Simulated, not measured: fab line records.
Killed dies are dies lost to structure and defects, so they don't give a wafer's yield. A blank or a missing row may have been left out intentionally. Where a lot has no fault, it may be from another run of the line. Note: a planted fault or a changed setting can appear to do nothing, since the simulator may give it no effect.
Comparing a struck lot with a sound one || flow n5Finfet || 15 steps out of a route of 1938
Sound: the wafers L517.1, L517.2, L517.5. Struck: wafer L506.2. (L506.3, L506.5 of the same lot were not struck and are left out.) The cause comes at the end.
Per side, at each step with rows, come the tool, then ch with its chambers, and then its first start. Under that, the readings that differ: sound wafers || struck wafers || difference of the means || sigmas: that difference in standard deviations of wafers without a fault.
alike: readings with means less than 2 such deviations apart, plus words and numbers identical on both sides. not compared: withheld readings, readings lacking a value on some wafer, bounds such as >300 that could conceal the same value, and numbers that have no deviation in the record and whose values overlap.
The two part at a step that has a row with sigmas, a row that says differs or no value, or rows on one side only. Numbers that don't overlap but have no deviation are shown without sigmas and don't part them. A reading missing from all wafers of one side parts the sides only when that side holds two or more wafers.

first, 1 step without rows for these wafers: N5_BEOL_M7_CURE_75 (cures SiCOH lowk, time 120 s).
N5_BEOL_M7_DEGAS_44: time 60 s.
  sound on pvdSputter-02, day 15 00:43; struck on pvdSputter-02, day 11 20:34
  alike: heaterPowerW
then, 2 steps without rows for these wafers: N5_BEOL_M7_PRE_CLEAN_45 (time 30 s); N5_BEOL_M7_ALD_77 (deposits TaN, target thk 2 nm, pulse time 2 s, purge time 3 s).
N5_BEOL_M7_SURFACE_TREAT_79:
  sound on pvdSputter-02, day 15 01:07; struck on pvdSputter-02, day 11 21:25
  not compared: pressureMtorr, throttleValvePct
then, 1 step without rows for these wafers: N5_BEOL_M7_CVD_78 (deposits Co from CCTBA/H2, target thk 2 nm, time 142.3 s).
N5_BEOL_M7_SPUTTER_48: material Cu, target thk 10 nm, time 1.667 s.
  sound on pvdSputter-03, day 15 01:21; struck on pvdSputter-02, day 11 21:41
  alike: cathodeDcPowerW, chuckSensorTempC, throttleValvePct
then, 1 step without rows for these wafers: N5_BEOL_M7_ECD_50 (material Cu, target thk 300 nm).
N5_BEOL_M7_ANNEAL_51: time 90 s.
  sound on rtpAnneal-02 ch 0, day 15 01:34; struck on rtpAnneal-01 ch 0, day 11 21:59
{"reading": "wafer_temp_C_max", "sound": "225.8 225.7 225.6", "struck": 226.6, "difference": "+0.9", "sigmas": "+2"}
  alike: annealTempC
N5_BEOL_M7_CMP_52: polishes, stops on SiCOH lowk, t overpolish 6.9 s, target thk 80 nm.
  sound on cmp-03 ch 0,1,2, day 15 01:58; struck on cmp-03 ch 3, day 11 22:14
{"reading": "slurryFilterDpKPa (kPa)", "sound": "13.42 13.44 13.54", "struck": 13.92, "difference": "+0.45", "sigmas": "+3"}
  alike: barrierFieldEndpointS, motorCurrentA, overpolishRunS, retainingRingPressureFrac, slurryFlowMlMin, timeToEndpointS
N5_BEOL_M7_THK_MEAS_53: measures by xrf.
  sound on filmMetro-01, day 15 02:16; struck on filmMetro-02, day 11 22:32
  alike: M7_THK
then, 1 step without rows for these wafers: N5_BEOL_M7_PRE_CLEAN_55 (time 15 s).
N5_BEOL_M7_DEP_56: deposits SiCN from 3MS/NH3, target thk 10 nm, time 17.5 s.
  sound on pecvd-04 ch 1,2, day 15 02:19; struck on pecvd-03 ch 2, day 11 22:36
{"reading": "model.SiCN_of_BEOL_M7_DEP_56.thkNm (nm)", "sound": "10 9.8 10.2", "struck": 9.4, "difference": -0.6, "sigmas": ""}
  alike: showerheadPlenumPTorr, throttleValvePct
N5_BEOL_M7_RS_MEAS_57: the measuring method here is four-point-probe.
  sound on filmMetro-01, day 15 02:23; struck on filmMetro-01, day 11 22:40
  alike: M7_RS
then, 1 step without rows for these wafers: N5_PASSIVATION_PROBE_49.

== WHERE THEY PART ==
Last at N5_BEOL_M7_CMP_52 as far as this record goes, first at N5_BEOL_M7_ANNEAL_51. Later steps at which nothing parts them and some readings are alike: N5_BEOL_M7_THK_MEAS_53, N5_BEOL_M7_DEP_56, N5_BEOL_M7_RS_MEAS_57.

WHY: the cause the simulator had injected
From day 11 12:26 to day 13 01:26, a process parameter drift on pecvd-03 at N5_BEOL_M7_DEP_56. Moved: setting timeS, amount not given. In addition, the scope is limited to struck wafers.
